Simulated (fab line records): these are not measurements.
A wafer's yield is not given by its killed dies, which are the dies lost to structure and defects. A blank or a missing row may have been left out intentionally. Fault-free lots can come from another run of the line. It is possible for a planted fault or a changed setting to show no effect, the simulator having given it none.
A lot that was struck, set against a sound lot || flow n5 finfet || 36 out of 1938 route steps
Sound: these wafers, L362.1, L362.5, L362.6. Wafers struck: L370.3, L370.4, L370.6. At the end, the cause is stated.
Each step with rows lists, per side, the tool, then ch with its chambers, then its first start. Under that, the readings that differ: sound wafers || struck wafers || difference of the means || sigmas: that difference in standard deviations of wafers without a fault.
alike: words and numbers the same on both sides, and readings whose means are apart by under 2 such deviations; not compared: readings that were withheld, readings missing a value for some wafer, numbers with overlapping values and no deviation given by the record, and bounds like >300 which may hide the same value.
A row with sigmas, a row that says differs or no value, or rows on one side alone: a step with any of these is where the two part. Numbers that have no deviation but don't overlap get no sigmas and don't part them. A reading missing from all wafers of one side parts the sides only when that side holds two or more wafers.

first, 9 steps without rows for these wafers: N5_BEOL_M12_PRE_CLEAN_42 (time 30 s); N5_BEOL_M12_SPUTTER_43 (material TaN, target thk 15 nm, time 24.19 s); N5_BEOL_M12_SPUTTER_44 (material Ta, target thk 10 nm, time 16.13 s); N5_BEOL_M12_SPUTTER_45 (material Cu, target thk 80 nm, time 13.33 s); N5_BEOL_M12_ECD_47 (material Cu, target thk 720 nm); N5_BEOL_M12_ANNEAL_48 (time 90 s); N5_BEOL_M12_CMP_49 (polishes, stops on SiOC, t overpolish 20.6 s, target thk 320 nm); N5_BEOL_M12_PRE_CLEAN_52 (time 15 s); N5_BEOL_M12_DEP_53 (deposits SiCN from 3MS/NH3, target thk 30 nm, time 10.5 s).
N5_BEOL_M13_ILD_DEP_00: deposits SiOC from DEMS/O2, target thk 837.92 nm, time 166.4 s.
  sound on pecvd-03 ch 0,1,2, day 12 12:52; struck on pecvd-03 ch 0,1,2, day 14 15:57
{"reading": "susceptor temp C (C)", "sound": "349.90 350.14 350.46", "struck": "363.35 363.08 363.23", "difference": "+13.05", "sigmas": "+62"}
{"reading": "model.SiOC_of_BEOL_M13_ILD_DEP_00.thk nm (nm)", "sound": "849.4 845.8 836.4", "struck": "784.4 812.4 816", "difference": -39.6, "sigmas": ""}
  alike: heater power w, rf fwd power W, showerhead plenum p Torr, throttle valve pct
  not compared: since wet clean h
then, 10 steps without rows for these wafers: N5_BEOL_M13_COAT_58 (time 60 s, resist thk 89 nm); N5_BEOL_M13_COAT_04 (resist thk 400 nm); N5_BEOL_M13_EBR_06; N5_BEOL_M13_SOFTBAKE_05 (time 60 s); N5_BEOL_M13_EXPOSE_07 (exposes mask V12); N5_BEOL_M13_PEB_08 (peb time 90 s); N5_BEOL_M13_DEVELOP_09 (develop time 45 s); N5_BEOL_M13_HARDBAKE_14 (time 120 s); N5_BEOL_M13_DESCUM_15 (chemistry O2, time 7.9 s); N5_BEOL_M13_ETCH_59 (etches BARC in N2/H2, target depth 89 nm, overetch 26.7 nm, time 67.9 s).
N5_BEOL_M13_VIA_ETCH_16: etches SiOC in C4F8/O2/Ar, target depth 921.7 nm.
  sound on rie diel-06 ch 0,2,3, day 12 13:52; struck on rie diel-03 ch 0,1, day 14 16:44
{"reading": "model.etch.depth nm (nm)", "sound": "849.4 845.9 836.4", "struck": "784.5 812.4 815.9", "difference": -39.6, "sigmas": ""}
{"reading": "model.coat_of_BEOL_M13_COAT_04.thk nm (nm)", "sound": "69 69.2 72", "struck": "88.2 82.2 81.4", "difference": "+13.9", "sigmas": ""}
  alike: C4F8_flow_sccm, drypump motor current A, he inner torr, he outer torr, oes product au, rf fwd power W, rf vpp V, showerhead plenum p Torr, throttle valve pct
then, 13 steps without rows for these wafers: N5_BEOL_M13_STRIP_63 (strips in N2/H2); N5_BEOL_M13_STRIP_64 (strips in N2/H2); N5_BEOL_M13_STRIP_71 (strips in post etch residue remover, time 60 s); N5_BEOL_M13_SRD_72 (time 30 s, dry time 30 s); N5_BEOL_M13_COAT_65 (time 60 s, resist thk 350 nm); N5_BEOL_M13_COAT_66 (time 60 s, resist thk 110 nm); N5_BEOL_M13_COAT_22 (resist thk 300 nm); N5_BEOL_M13_EBR_24; N5_BEOL_M13_SOFTBAKE_23 (time 60 s); N5_BEOL_M13_EXPOSE_25 (exposes mask M13, target cd 210 nm); N5_BEOL_M13_PEB_26 (peb time 90 s); N5_BEOL_M13_DEVELOP_27 (develop time 45 s); N5_BEOL_M13_HARDBAKE_32 (time 120 s).
N5_BEOL_M13_CMP_49: polishes, stops on SiOC, t overpolish 17.1 s, target thk 420 nm.
  sound on cmp-02 ch 0,1,3, day 12 17:10; struck on cmp-02 ch 0,3, day 14 20:52
{"reading": "model.SiOC_of_BEOL_M13_ILD_DEP_00.thk nm (nm)", "sound": "791.8 787.8 774.2", "struck": "726.2 753.8 757.8", "difference": -38.7, "sigmas": ""}
  alike: barrier field endpoint s, motor current A, overpolish run s
after that, 1 step had no rows for these wafers: N5_PASSIVATION_PROBE_49.

WHERE THEY PART
At N5_BEOL_M13_ILD_DEP_00 and nowhere else, as far as this record goes. Later steps at which nothing parts them and some readings are alike: N5_BEOL_M13_VIA_ETCH_16, N5_BEOL_M13_CMP_49.

WHY: the cause the simulator had injected
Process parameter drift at N5_BEOL_M13_ILD_DEP_00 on pecvd-03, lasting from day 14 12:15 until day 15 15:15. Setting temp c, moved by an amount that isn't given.
